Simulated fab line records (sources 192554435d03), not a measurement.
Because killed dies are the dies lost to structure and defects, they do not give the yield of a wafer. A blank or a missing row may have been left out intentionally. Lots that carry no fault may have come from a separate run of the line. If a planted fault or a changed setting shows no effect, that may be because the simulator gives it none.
Which of the tools did it? / flow n5-finfet / Sampling: 24 lots, 72 wafers, 5 of 1938 route steps

== WHAT EACH GAUGE READ, for each wafer ==
N5_BEOL_M8_CD_MEAS_18: pitch 80 nm, target cd 40 nm.
lot=L074; measured=day 9 15:54; on=cd-sem-03; cd-nm (nm)=39.1 39.8 40.5
lot=L077; measured=day 10 07:33; on=cd-sem-01; cd-nm (nm)=38.4 39.1 38.7
lot=L075; measured=day 10 10:17; on=cd-sem-01; cd-nm (nm)=38.8 39.7 39.3
lot=L078; measured=day 10 15:17; on=cd-sem-01; cd-nm (nm)=40.8 39.1 40.0
lot=L076; measured=day 10 16:05; on=cd-sem-02; cd-nm (nm)=39.7 39.5 40.1
lot=L079; measured=day 10 17:06; on=cd-sem-01; cd-nm (nm)=40.6 41.8 40.6
lot=L081; measured=day 12 04:04; on=cd-sem-01; cd-nm (nm)=39.9 40.1 39.9
lot=L082; measured=day 12 04:19; on=cd-sem-03; cd-nm (nm)=38.9 38.8 39.0
lot=L083; measured=day 12 08:16; on=cd-sem-02; cd-nm (nm)=38.6 39.3 39.8
lot=L080; measured=day 12 08:30; on=cd-sem-02; cd-nm (nm)=39.8 40.2 40.1
lot=L084; measured=day 12 10:51; on=cd-sem-03; cd-nm (nm)=40.5 38.9 39.8
lot=L085; measured=day 12 14:35; on=cd-sem-02; cd-nm (nm)=41.0 40.3 41.2
lot=L086; measured=day 13 01:23; on=cd-sem-01; cd-nm (nm)=38.9 39.4 39.1
lot=L090; measured=day 13 11:02; on=cd-sem-03; cd-nm (nm)=40.1 39.3 39.2
lot=L087; measured=day 14 05:25; on=cd-sem-01; cd-nm (nm)=40.3 40.4 40.6
lot=L088; measured=day 14 07:52; on=cd-sem-01; cd-nm (nm)=39.0 38.3 39.0
lot=L089; measured=day 14 11:46; on=cd-sem-02; cd-nm (nm)=38.5 40.3 39.7
lot=L091; measured=day 14 14:49; on=cd-sem-03; cd-nm (nm)=39.7 40.7 40.0
lot=L092; measured=day 15 10:20; on=cd-sem-03; cd-nm (nm)=40.7 41.1 40.8
lot=L094; measured=day 16 02:32; on=cd-sem-01; cd-nm (nm)=39.9 41.6 40.5
lot=L097; measured=day 16 07:50; on=cd-sem-02; cd-nm (nm)=41.0 39.2 40.4
lot=L093; measured=day 16 08:14; on=cd-sem-01; cd-nm (nm)=38.8 39.7 39.8
lot=L096; measured=day 16 15:37; on=cd-sem-02; cd-nm (nm)=40.4 39.5 40.0
lot=L095; measured=day 16 18:17; on=cd-sem-03; cd-nm (nm)=40.1 39.2 41.1

N5_BEOL_M8_THK_MEAS_53: measures by xrf.
lot=L074; measured=day 9 19:22; on=film-metro-02; M8_THK (nm)=79.5 82.1 81.5
lot=L077; measured=day 10 11:32; on=film-metro-01; M8_THK (nm)=79.3 81.9 81.9
lot=L075; measured=day 10 15:23; on=film-metro-01; M8_THK (nm)=82.0 80.9 78.7
lot=L078; measured=day 10 21:33; on=film-metro-02; M8_THK (nm)=78.1 77.5 79.9
lot=L076; measured=day 10 21:47; on=film-metro-02; M8_THK (nm)=79.8 81.1 83.5
lot=L079; measured=day 10 21:05; on=film-metro-01; M8_THK (nm)=84.7 81.4 79.6
lot=L081; measured=day 12 08:04; on=film-metro-01; M8_THK (nm)=82.3 81.7 80.1
lot=L082; measured=day 12 08:08; on=film-metro-02; M8_THK (nm)=75.9 77.4 79.9
lot=L083; measured=day 12 12:41; on=film-metro-01; M8_THK (nm)=80.3 76.9 83.0
lot=L080; measured=day 12 13:04; on=film-metro-01; M8_THK (nm)=84.0 80.3 82.4
lot=L084; measured=day 12 14:40; on=film-metro-01; M8_THK (nm)=84.0 83.4 81.7
lot=L085; measured=day 12 19:11; on=film-metro-01; M8_THK (nm)=80.9 75.5 77.1
lot=L086; measured=day 13 07:16; on=film-metro-02; M8_THK (nm)=82.1 80.0 82.5
lot=L090; measured=day 13 19:10; on=film-metro-01; M8_THK (nm)=76.4 80.5 77.9
lot=L087; measured=day 14 09:45; on=film-metro-01; M8_THK (nm)=81.5 83.9 85.3
lot=L088; measured=day 14 11:59; on=film-metro-01; M8_THK (nm)=80.1 81.3 76.4
lot=L089; measured=day 14 17:10; on=film-metro-02; M8_THK (nm)=83.2 84.8 79.1
lot=L091; measured=day 14 19:02; on=film-metro-01; M8_THK (nm)=82.2 82.9 83.7
lot=L092; measured=day 15 18:16; on=film-metro-02; M8_THK (nm)=81.4 77.7 80.0
lot=L094; measured=day 16 07:24; on=film-metro-02; M8_THK (nm)=83.7 83.4 80.9
lot=L097; measured=day 16 14:19; on=film-metro-02; M8_THK (nm)=81.4 83.1 86.1
lot=L093; measured=day 16 14:38; on=film-metro-01; M8_THK (nm)=81.9 80.9 79.0
lot=L096; measured=day 16 20:10; on=film-metro-01; M8_THK (nm)=80.5 75.7 78.1
lot=L095; measured=day 17 00:18; on=film-metro-02; M8_THK (nm)=83.0 80.9 81.1

== EACH LOT AND THE TOOL THAT RAN IT (in order: tool; ch and the chambers of the sampled wafers; start) ==
lot=L074; N5_BEOL_M8_STRIP_36=rie-diel-04 ch 0,3, day 9 16:49; N5_BEOL_M8_CURE_75=uv-cure-01 ch 0, day 9 17:13; N5_BEOL_M8_SURFACE_TREAT_79=pvd-sputter-03, day 9 18:14
lot=L077; N5_BEOL_M8_STRIP_36=rie-diel-04 ch 1,2, day 10 08:15; N5_BEOL_M8_CURE_75=uv-cure-01 ch 2, day 10 08:45; N5_BEOL_M8_SURFACE_TREAT_79=pvd-sputter-01, day 10 09:38
lot=L075; N5_BEOL_M8_STRIP_36=rie-diel-04 ch 0,3, day 10 11:25; N5_BEOL_M8_CURE_75=uv-cure-03 ch 0, day 10 11:55; N5_BEOL_M8_SURFACE_TREAT_79=pvd-sputter-03, day 10 14:12
lot=L078; N5_BEOL_M8_STRIP_36=rie-diel-01 ch 0,1,3, day 10 18:58; N5_BEOL_M8_CURE_75=uv-cure-01 ch 0, day 10 19:27; N5_BEOL_M8_SURFACE_TREAT_79=pvd-sputter-03, day 10 20:16
lot=L076; N5_BEOL_M8_STRIP_36=rie-diel-04 ch 2,3, day 10 18:54; N5_BEOL_M8_CURE_75=uv-cure-02 ch 0, day 10 19:29; N5_BEOL_M8_SURFACE_TREAT_79=pvd-sputter-03, day 10 20:18
lot=L079; N5_BEOL_M8_STRIP_36=rie-diel-04 ch 2,3, day 10 18:24; N5_BEOL_M8_CURE_75=uv-cure-03 ch 2, day 10 18:47; N5_BEOL_M8_SURFACE_TREAT_79=pvd-sputter-03, day 10 19:44
lot=L081; N5_BEOL_M8_STRIP_36=rie-diel-03 ch 0,3, day 12 05:40; N5_BEOL_M8_CURE_75=uv-cure-01 ch 2, day 12 06:13; N5_BEOL_M8_SURFACE_TREAT_79=pvd-sputter-01, day 12 06:59
lot=L082; N5_BEOL_M8_STRIP_36=rie-diel-01 ch 0,2,3, day 12 05:42; N5_BEOL_M8_CURE_75=uv-cure-03 ch 1, day 12 06:18; N5_BEOL_M8_SURFACE_TREAT_79=pvd-sputter-01, day 12 07:02
lot=L083; N5_BEOL_M8_STRIP_36=rie-diel-01 ch 0,2,3, day 12 10:10; N5_BEOL_M8_CURE_75=uv-cure-01 ch 0, day 12 10:49; N5_BEOL_M8_SURFACE_TREAT_79=pvd-sputter-02, day 12 11:41
lot=L080; N5_BEOL_M8_STRIP_36=rie-diel-03 ch 1,2,3, day 12 10:13; N5_BEOL_M8_CURE_75=uv-cure-02 ch 2, day 12 11:06; N5_BEOL_M8_SURFACE_TREAT_79=pvd-sputter-02, day 12 11:50
lot=L084; N5_BEOL_M8_STRIP_36=rie-diel-03 ch 0,2,3, day 12 12:11; N5_BEOL_M8_CURE_75=uv-cure-02 ch 1, day 12 12:44; N5_BEOL_M8_SURFACE_TREAT_79=pvd-sputter-02, day 12 13:41
lot=L085; N5_BEOL_M8_STRIP_36=rie-diel-01 ch 0,3, day 12 15:34; N5_BEOL_M8_CURE_75=uv-cure-01 ch 1, day 12 15:58; N5_BEOL_M8_SURFACE_TREAT_79=pvd-sputter-02, day 12 18:11
lot=L086; N5_BEOL_M8_STRIP_36=rie-diel-04 ch 0,1,3, day 13 03:24; N5_BEOL_M8_CURE_75=uv-cure-01 ch 0, day 13 03:50; N5_BEOL_M8_SURFACE_TREAT_79=pvd-sputter-02, day 13 06:02
lot=L090; N5_BEOL_M8_STRIP_36=rie-diel-01 ch 1,3, day 13 16:18; N5_BEOL_M8_CURE_75=uv-cure-03 ch 1, day 13 16:41; N5_BEOL_M8_SURFACE_TREAT_79=pvd-sputter-01, day 13 17:59
lot=L087; N5_BEOL_M8_STRIP_36=rie-diel-03 ch 0,1,2, day 14 06:38; N5_BEOL_M8_CURE_75=uv-cure-03 ch 1, day 14 07:05; N5_BEOL_M8_SURFACE_TREAT_79=pvd-sputter-03, day 14 08:22
lot=L088; N5_BEOL_M8_STRIP_36=rie-diel-01 ch 1,2,3, day 14 09:28; N5_BEOL_M8_CURE_75=uv-cure-02 ch 1, day 14 09:52; N5_BEOL_M8_SURFACE_TREAT_79=pvd-sputter-01, day 14 10:49
lot=L089; N5_BEOL_M8_STRIP_36=rie-diel-03 ch 1,2,3, day 14 13:10; N5_BEOL_M8_CURE_75=uv-cure-02 ch 1, day 14 13:40; N5_BEOL_M8_SURFACE_TREAT_79=pvd-sputter-03, day 14 15:09
lot=L091; N5_BEOL_M8_STRIP_36=rie-diel-03 ch 0,1,3, day 14 16:04; N5_BEOL_M8_CURE_75=uv-cure-01 ch 2, day 14 16:36; N5_BEOL_M8_SURFACE_TREAT_79=pvd-sputter-02, day 14 17:31
lot=L092; N5_BEOL_M8_STRIP_36=rie-diel-01 ch 0,1,2, day 15 14:09; N5_BEOL_M8_CURE_75=uv-cure-01 ch 0, day 15 14:33; N5_BEOL_M8_SURFACE_TREAT_79=pvd-sputter-01, day 15 15:47
lot=L094; N5_BEOL_M8_STRIP_36=rie-diel-01 ch 1,2,3, day 16 03:24; N5_BEOL_M8_CURE_75=uv-cure-03 ch 2, day 16 03:53; N5_BEOL_M8_SURFACE_TREAT_79=pvd-sputter-01, day 16 06:12
lot=L097; N5_BEOL_M8_STRIP_36=rie-diel-01 ch 0,1, day 16 10:04; N5_BEOL_M8_CURE_75=uv-cure-02 ch 1, day 16 10:31; N5_BEOL_M8_SURFACE_TREAT_79=pvd-sputter-03, day 16 13:13
lot=L093; N5_BEOL_M8_STRIP_36=rie-diel-04 ch 1,2,3, day 16 10:23; N5_BEOL_M8_CURE_75=uv-cure-01 ch 1, day 16 10:46; N5_BEOL_M8_SURFACE_TREAT_79=pvd-sputter-02, day 16 13:34
lot=L096; N5_BEOL_M8_STRIP_36=rie-diel-04 ch 0,1,3, day 16 16:26; N5_BEOL_M8_CURE_75=uv-cure-02 ch 1, day 16 16:52; N5_BEOL_M8_SURFACE_TREAT_79=pvd-sputter-03, day 16 17:55
lot=L095; N5_BEOL_M8_STRIP_36=rie-diel-01 ch 1,3, day 16 21:14; N5_BEOL_M8_CURE_75=uv-cure-02 ch 1, day 16 21:43; N5_BEOL_M8_SURFACE_TREAT_79=pvd-sputter-02, day 16 22:52
- N5_BEOL_M8_STRIP_36: strips in N2/H2.
- N5_BEOL_M8_CURE_75: cures SiCOH lowk, time 120 s.
- N5_BEOL_M8_SURFACE_TREAT_79

== WHAT THE TOOLS THEMSELVES READ (means of the sampled wafers that have a number; where no wafer has one, the mark that the record gives instead) ==
N5_BEOL_M8_STRIP_36.
lot=L074; tool=rie-diel-04; drypump-motor-current-A (A)=5.42; oes-product-au (a.u.)=0.72; rf-vpp-V (V)=59.9; showerhead-plenum-p-Torr (Torr)=2.52; throttle-valve-pct (%)=23.9
lot=L077; tool=rie-diel-04; drypump-motor-current-A (A)=5.59; oes-product-au (a.u.)=0.87; rf-vpp-V (V)=59.3; showerhead-plenum-p-Torr (Torr)=2.46; throttle-valve-pct (%)=23.1
lot=L075; tool=rie-diel-04; drypump-motor-current-A (A)=5.42; oes-product-au (a.u.)=0.71; rf-vpp-V (V)=57.5; showerhead-plenum-p-Torr (Torr)=2.52; throttle-valve-pct (%)=23.9
lot=L078; tool=rie-diel-01; drypump-motor-current-A (A)=5.41; oes-product-au (a.u.)=0.73; rf-vpp-V (V)=60.7; showerhead-plenum-p-Torr (Torr)=2.49; throttle-valve-pct (%)=23.4
lot=L076; tool=rie-diel-04; drypump-motor-current-A (A)=5.30; oes-product-au (a.u.)=0.80; rf-vpp-V (V)=58.4; showerhead-plenum-p-Torr (Torr)=2.51; throttle-valve-pct (%)=23.5
lot=L079; tool=rie-diel-04; drypump-motor-current-A (A)=5.28; oes-product-au (a.u.)=0.79; rf-vpp-V (V)=60.3; showerhead-plenum-p-Torr (Torr)=2.51; throttle-valve-pct (%)=23.5
lot=L081; tool=rie-diel-03; drypump-motor-current-A (A)=5.70; oes-product-au (a.u.)=0.85; rf-vpp-V (V)=59.3; showerhead-plenum-p-Torr (Torr)=2.58; throttle-valve-pct (%)=23.4
lot=L082; tool=rie-diel-01; drypump-motor-current-A (A)=5.46; oes-product-au (a.u.)=0.74; rf-vpp-V (V)=58.7; showerhead-plenum-p-Torr (Torr)=2.49; throttle-valve-pct (%)=23.5
lot=L083; tool=rie-diel-01; drypump-motor-current-A (A)=5.45; oes-product-au (a.u.)=0.73; rf-vpp-V (V)=57.8; showerhead-plenum-p-Torr (Torr)=2.49; throttle-valve-pct (%)=23.5
lot=L080; tool=rie-diel-03; drypump-motor-current-A (A)=5.41; oes-product-au (a.u.)=0.87; rf-vpp-V (V)=59.1; showerhead-plenum-p-Torr (Torr)=2.62; throttle-valve-pct (%)=23.8
lot=L084; tool=rie-diel-03; drypump-motor-current-A (A)=5.41; oes-product-au (a.u.)=0.86; rf-vpp-V (V)=59.7; showerhead-plenum-p-Torr (Torr)=2.62; throttle-valve-pct (%)=23.6
lot=L085; tool=rie-diel-01; drypump-motor-current-A (A)=5.28; oes-product-au (a.u.)=0.77; rf-vpp-V (V)=59.2; showerhead-plenum-p-Torr (Torr)=2.51; throttle-valve-pct (%)=23.3
lot=L086; tool=rie-diel-04; drypump-motor-current-A (A)=5.56; oes-product-au (a.u.)=0.69; rf-vpp-V (V)=58.1; showerhead-plenum-p-Torr (Torr)=2.48; throttle-valve-pct (%)=23.8
lot=L090; tool=rie-diel-01; drypump-motor-current-A (A)=5.39; oes-product-au (a.u.)=0.86; rf-vpp-V (V)=58.7; showerhead-plenum-p-Torr (Torr)=2.53; throttle-valve-pct (%)=23.1
lot=L087; tool=rie-diel-03; drypump-motor-current-A (A)=5.54; oes-product-au (a.u.)=0.87; rf-vpp-V (V)=58.6; showerhead-plenum-p-Torr (Torr)=2.62; throttle-valve-pct (%)=23.6
lot=L088; tool=rie-diel-01; drypump-motor-current-A (A)=5.55; oes-product-au (a.u.)=0.82; rf-vpp-V (V)=58.2; showerhead-plenum-p-Torr (Torr)=2.51; throttle-valve-pct (%)=23.3
lot=L089; tool=rie-diel-03; drypump-motor-current-A (A)=5.40; oes-product-au (a.u.)=0.84; rf-vpp-V (V)=59.7; showerhead-plenum-p-Torr (Torr)=2.61; throttle-valve-pct (%)=23.8
lot=L091; tool=rie-diel-03; drypump-motor-current-A (A)=5.72; oes-product-au (a.u.)=0.84; rf-vpp-V (V)=59.2; showerhead-plenum-p-Torr (Torr)=2.58; throttle-valve-pct (%)=23.6
lot=L092; tool=rie-diel-01; drypump-motor-current-A (A)=5.58; oes-product-au (a.u.)=0.84; rf-vpp-V (V)=58.7; showerhead-plenum-p-Torr (Torr)=2.56; throttle-valve-pct (%)=23.4
lot=L094; tool=rie-diel-01; drypump-motor-current-A (A)=5.55; oes-product-au (a.u.)=0.80; rf-vpp-V (V)=59.8; showerhead-plenum-p-Torr (Torr)=2.51; throttle-valve-pct (%)=23.3
lot=L097; tool=rie-diel-01; drypump-motor-current-A (A)=5.54; oes-product-au (a.u.)=0.91; rf-vpp-V (V)=59.8; showerhead-plenum-p-Torr (Torr)=2.66; throttle-valve-pct (%)=23.2
lot=L093; tool=rie-diel-04; drypump-motor-current-A (A)=5.52; oes-product-au (a.u.)=0.83; rf-vpp-V (V)=58.4; showerhead-plenum-p-Torr (Torr)=2.56; throttle-valve-pct (%)=23.4
lot=L096; tool=rie-diel-04; drypump-motor-current-A (A)=5.57; oes-product-au (a.u.)=0.84; rf-vpp-V (V)=57.7; showerhead-plenum-p-Torr (Torr)=2.57; throttle-valve-pct (%)=23.6
lot=L095; tool=rie-diel-01; drypump-motor-current-A (A)=5.50; oes-product-au (a.u.)=0.85; rf-vpp-V (V)=58.6; showerhead-plenum-p-Torr (Torr)=2.61; throttle-valve-pct (%)=23.1

N5_BEOL_M8_CURE_75.
lot=L074; tool=uv-cure-01; lamp-power-pct (%)=52.35; wafer_temp_C_max=372.2
lot=L077; tool=uv-cure-01; lamp-power-pct (%)=52.32; wafer_temp_C_max=372.2
lot=L075; tool=uv-cure-03; lamp-power-pct (%)=52.34; wafer_temp_C_max=371.0
lot=L078; tool=uv-cure-01; lamp-power-pct (%)=52.27; wafer_temp_C_max=371.6
lot=L076; tool=uv-cure-02; lamp-power-pct (%)=52.34; wafer_temp_C_max=371.4
lot=L079; tool=uv-cure-03; lamp-power-pct (%)=52.36; wafer_temp_C_max=371.2
lot=L081; tool=uv-cure-01; lamp-power-pct (%)=52.26; wafer_temp_C_max=372.2
lot=L082; tool=uv-cure-03; lamp-power-pct (%)=52.24; wafer_temp_C_max=371.2
lot=L083; tool=uv-cure-01; lamp-power-pct (%)=52.26; wafer_temp_C_max=372.2
lot=L080; tool=uv-cure-02; lamp-power-pct (%)=52.31; wafer_temp_C_max=371.6
lot=L084; tool=uv-cure-02; lamp-power-pct (%)=52.33; wafer_temp_C_max=371.7
lot=L085; tool=uv-cure-01; lamp-power-pct (%)=52.35; wafer_temp_C_max=371.2
lot=L086; tool=uv-cure-01; lamp-power-pct (%)=52.33; wafer_temp_C_max=371.5
lot=L090; tool=uv-cure-03; lamp-power-pct (%)=52.31; wafer_temp_C_max=371.1
lot=L087; tool=uv-cure-03; lamp-power-pct (%)=52.34; wafer_temp_C_max=371.3
lot=L088; tool=uv-cure-02; lamp-power-pct (%)=52.32; wafer_temp_C_max=371.4
lot=L089; tool=uv-cure-02; lamp-power-pct (%)=52.30; wafer_temp_C_max=371.4
lot=L091; tool=uv-cure-01; lamp-power-pct (%)=52.34; wafer_temp_C_max=372.4
lot=L092; tool=uv-cure-01; lamp-power-pct (%)=52.28; wafer_temp_C_max=372.0
lot=L094; tool=uv-cure-03; lamp-power-pct (%)=52.35; wafer_temp_C_max=371.1
lot=L097; tool=uv-cure-02; lamp-power-pct (%)=52.26; wafer_temp_C_max=371.2
lot=L093; tool=uv-cure-01; lamp-power-pct (%)=52.33; wafer_temp_C_max=371.3
lot=L096; tool=uv-cure-02; lamp-power-pct (%)=52.25; wafer_temp_C_max=371.4
lot=L095; tool=uv-cure-02; lamp-power-pct (%)=52.28; wafer_temp_C_max=371.3

== THE ANSWER, worked out from the rows above alone ==
Rule: the lots themselves supply what counts as usual. Put in order of their means at a reading, lots are off if they are a third of the lots or fewer, leave a main group of 4 or more, and stand apart from it by a gap of 3 or more times the standard deviation of the main group's means; of several such gaps the widest counts. If all means in a main group match to the digits the tables above print for the reading, that group is not used. Also off: a lot with no number at a reading for which 4 or more lots have one. Any other lot the step has rows for is counted as sound. The gauges are gone through in route order, then the tools' own readings, and for those a lot's mean is taken as printed above. The first step at which some lot is off is used, and at that step the reading that is off furthest; a lot without a number counts as furthest.
No lot is off on any of the readings shown, so nothing can be concluded from this.

== WHAT HAD BEEN PUT IN BY THE SIMULATOR ==
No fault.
